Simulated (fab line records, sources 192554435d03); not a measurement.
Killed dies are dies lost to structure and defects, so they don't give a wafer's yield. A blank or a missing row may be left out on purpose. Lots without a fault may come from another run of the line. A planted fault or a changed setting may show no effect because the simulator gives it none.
One fault seen from 2 desks | flow n5_finfet | each desk has only its own numbers; what lay behind them comes last

THE TOOL OWNER'S DESK: pecvd-01
The tool's own readings at N5_BEOL_M4_PECVD_72 (deposits SiO2 from TEOS/O2, target thk 16 nm, time 18 s): means of the sampled wafers that have a number, for each lot that ran on this tool. A lot is out of limits, marked OUT, if its mean lies more than 4 standard deviations from the usual mean; the brackets give that distance.
Columns: A = heater_power_outer_w at N5_BEOL_M4_PECVD_72, usual 416 W; B = heater_power_w at N5_BEOL_M4_PECVD_72, usual 686 W; C = showerhead_plenum_p_Torr at N5_BEOL_M4_PECVD_72, usual 8.78 Torr; D = showerhead_vpp_V at N5_BEOL_M4_PECVD_72, usual 1328 V; E = throttle_valve_pct at N5_BEOL_M4_PECVD_72, usual 22.5 %
lot  | first seen here | A   | B   | C    | D    | E
L217 | day 7 16:49     | 402 | 654 | 8.80 | 1288 | 22.4
L226 | day 9 14:33     | 410 | 662 | 8.78 | 1309 | 22.2
L224 | day 9 19:40     | 424 | 681 | 8.79 | 1315 | 22.1
L225 | day 9 23:56     | 396 | 642 | 8.71 | 1311 | 21.6
L233 | day 11 20:07    | 411 | 672 | 8.84 | 1325 | 22.2
This desk's finding: nothing out of limits on any of the 5 lots.

THE METROLOGY DESK
What the gauges read, lot by lot, whatever tool the lot ran on: means of the sampled wafers that have a number. A lot is out of limits, marked OUT, if its mean lies more than 4 standard deviations from the usual mean; the brackets give that distance. Of its 10 readings 7 are shown: those that lie furthest out on some lot.
Columns: A = DIBL_P at N5_BEOL_M4_RC_MEAS_101, usual 36.6 mV/V; B = IOFF_N at N5_BEOL_M4_RC_MEAS_101, usual 0.160 nA/um; C = IOFF_P at N5_BEOL_M4_RC_MEAS_101, usual 0.217 nA/um; D = ION_N at N5_BEOL_M4_RC_MEAS_101, usual 674 uA/um; E = ION_P at N5_BEOL_M4_RC_MEAS_101, usual 464 uA/um; F = VT_N at N5_BEOL_M4_RC_MEAS_101, usual 250.0 mV; G = VT_P at N5_BEOL_M4_RC_MEAS_101, usual -250 mV
lot  | first seen here | A    | B     | C     | D   | E   | F     | G
L216 | day 7 23:13     | 37.7 | 0.170 | 0.235 | 675 | 467 | 250.1 | -248
L217 | day 8 06:04     | 36.3 | 0.145 | 0.201 | 667 | 463 | 250.4 | -250
L218 | day 8 17:36     | 36.6 | 0.168 | 0.206 | 679 | 463 | 249.8 | -250
L221 | day 9 18:49     | 38.2 | 0.186 | 0.225 | 683 | 461 | 249.5 | -252
L226 | day 10 02:55    | 36.9 | 0.187 | 0.236 | 681 | 466 | 246.4 | -250
L224 | day 10 11:13    | 37.6 | 0.177 | 0.261 | 680 | 474 | 247.4 | -244
L225 | day 10 18:02    | 34.8 | 0.155 | 0.205 | 677 | 465 | 249.7 | -250
L233 | day 12 06:28    | 35.1 | 0.122 | 0.179 | 661 | 459 | 254.0 | -253
L238 | day 13 13:08    | 38.6 | 0.169 | 0.215 | 680 | 458 | 249.5 | -249
This desk's finding: nothing out of limits on any of the 9 lots.

PUT TOGETHER
The tool owner's desk saw nothing out of limits.
The metrology desk saw nothing out of limits.

WHAT THE SIMULATOR HAD PUT IN
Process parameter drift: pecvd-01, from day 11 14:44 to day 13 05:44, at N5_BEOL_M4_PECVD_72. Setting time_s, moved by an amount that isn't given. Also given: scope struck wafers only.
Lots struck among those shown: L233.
